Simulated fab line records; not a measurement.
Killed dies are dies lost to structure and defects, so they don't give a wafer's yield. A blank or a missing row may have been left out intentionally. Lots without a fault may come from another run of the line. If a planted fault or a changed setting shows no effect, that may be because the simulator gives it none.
The same fault as seen by 2 desks -- flow n5-finfet -- what lay behind the numbers comes last; until then each desk has only its own

== THE METROLOGY DESK ==
Lot by lot, what the gauges showed, no matter which tool ran the lot: averages of those sampled wafers that carry a number. If a lot's mean is further than 4 standard deviations from the usual mean, the lot is out of limits and carries the mark OUT (the distance appears in the brackets).
Columns: A = M15_THK at N5_BEOL_M15_THK_MEAS_50, usual 861 nm; B = M15_RS at N5_BEOL_M15_RS_MEAS_54, usual 0.0216 ohm/sq
lot,first seen here,A,B
L386,day 13 06:10,868,0.0216
L389,day 15 04:58,861,0.0216
L401,day 17 23:18,871,0.0213
L402,day 17 23:39,872,0.0213
L409,day 19 08:35,868,0.0214
L391,day 19 14:10,850,0.0217
This desk found nothing out of limits on any of the 6 lots.

== TOOL OWNER'S DESK, pecvd-01 ==
The tool's own readings at N5_BEOL_M15_DEP_53 (deposits SiCN from 3MS/NH3, target thk 50 nm, time 17.8 s): means of the sampled wafers that have a number, for each lot that ran on this tool. If a lot's mean is further than 4 standard deviations from the usual mean, the lot is out of limits and carries the mark OUT (the distance appears in the brackets).
Columns: A = showerhead-plenum-p-Torr at N5_BEOL_M15_DEP_53, usual 4.157 Torr; B = throttle-valve-pct at N5_BEOL_M15_DEP_53, usual 17.8 %
lot,first seen here,A,B
L386,day 13 06:14,4.145,17.6
L401,day 17 23:22,4.163,17.1
L402,day 17 23:43,4.160,16.8
This desk found nothing out of limits on any of the 3 lots.

== BROUGHT TOGETHER ==
From the metrology desk's view, nothing was out of limits.
The desk of the tool owner found nothing out of limits.

== WHAT THE SIMULATOR HAD PUT IN ==
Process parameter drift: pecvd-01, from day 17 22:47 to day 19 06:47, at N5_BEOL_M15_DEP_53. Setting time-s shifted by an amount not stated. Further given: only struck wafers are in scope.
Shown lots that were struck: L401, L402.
